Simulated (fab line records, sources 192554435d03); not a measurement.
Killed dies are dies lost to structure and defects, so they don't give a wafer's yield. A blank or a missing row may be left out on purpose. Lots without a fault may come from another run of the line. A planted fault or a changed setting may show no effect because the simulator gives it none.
One fault seen from 3 desks | flow n5_finfet | each desk has only its own numbers; what lay behind them comes last

THE TOOL OWNER'S DESK: litho_track-01
The tool's own readings at N5_BEOL_M14_COAT_65 (time 60 s, resist thk 450 nm): means of the sampled wafers that have a number, for each lot that ran on this tool. A lot is out of limits, marked OUT, if its mean lies more than 4 standard deviations from the usual mean; the brackets give that distance.
Columns: A = heater_power_total_W at N5_BEOL_M14_COAT_65, usual 500.6 W; B = plate_temp_C at N5_BEOL_M14_COAT_65, usual 249.99 C
lot  | first seen here | A               | B
L596 | day 12 12:08    | 500.8           | 249.92
L613 | day 16 07:41    | 471.2 (-16) OUT | 237.36 (-70) OUT
L615 | day 16 20:46    | 469.5 (-17) OUT | 237.73 (-68) OUT
This desk's finding: out of limits on L613, L615; first on L613, day 16 07:41 (heater_power_total_W at N5_BEOL_M14_COAT_65). In limits: L596.

THE DEFECT DESK
What the inspections along the route counted, lot by lot: means of the sampled wafers that have a number. A lot is out of limits, marked OUT, if its mean lies more than 4 standard deviations from the usual mean; the brackets give that distance.
Columns: A = raw_defect_count at N5_BEOL_M14_INSPECT_12, usual 2.0
lot  | first seen here | A
L596 | day 12 11:21    | 2.7
L603 | day 13 12:18    | 2.0
L613 | day 16 07:07    | 2.0
L615 | day 16 19:59    | 1.3
L617 | day 16 20:11    | 1.7
L618 | day 16 22:57    | 2.3
This desk's finding: nothing out of limits on any of the 6 lots.

THE METROLOGY DESK
What the gauges read, lot by lot, whatever tool the lot ran on: means of the sampled wafers that have a number. A lot is out of limits, marked OUT, if its mean lies more than 4 standard deviations from the usual mean; the brackets give that distance.
Columns: A = cd_nm at N5_BEOL_M14_CD_MEAS_10, usual 249.8 nm; B = V13_OVL at N5_BEOL_M14_OVL_MEAS_11, usual 1 nm; C = cd_nm at N5_BEOL_M14_CD_MEAS_17, usual 251.1 nm
lot  | first seen here | A     | B  | C
L596 | day 12 11:18    | 246.6 | 6  | 247.1
L603 | day 13 12:15    | 248.1 | 6  | 248.1
L613 | day 16 07:04    | 251.1 | -1 | 253.3
L615 | day 16 19:56    | 249.5 | 2  | 249.0
L617 | day 16 20:08    | 249.5 | -3 | 250.8
L618 | day 16 22:54    | 250.4 | 2  | 251.7
This desk's finding: nothing out of limits on any of the 6 lots.

PUT TOGETHER
The tool owner's desk could have raised an alarm at day 16 07:41, on L613, L615.
The defect desk saw nothing out of limits.
The metrology desk saw nothing out of limits.
The defect desk has L613, L615 on record, within its limits.
The metrology desk has L613, L615 on record, within its limits.
Of the lots named, all ran N5_BEOL_M14_COAT_65 on litho_track-01.

WHAT THE SIMULATOR HAD PUT IN
Process parameter drift: litho_track-01, from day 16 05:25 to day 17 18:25, at N5_BEOL_M14_COAT_65. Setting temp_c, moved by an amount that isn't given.
Lots struck among those shown: L613, L615.
Hours from the fault's start to each desk's first reading out of limits: the tool owner's desk, 2.
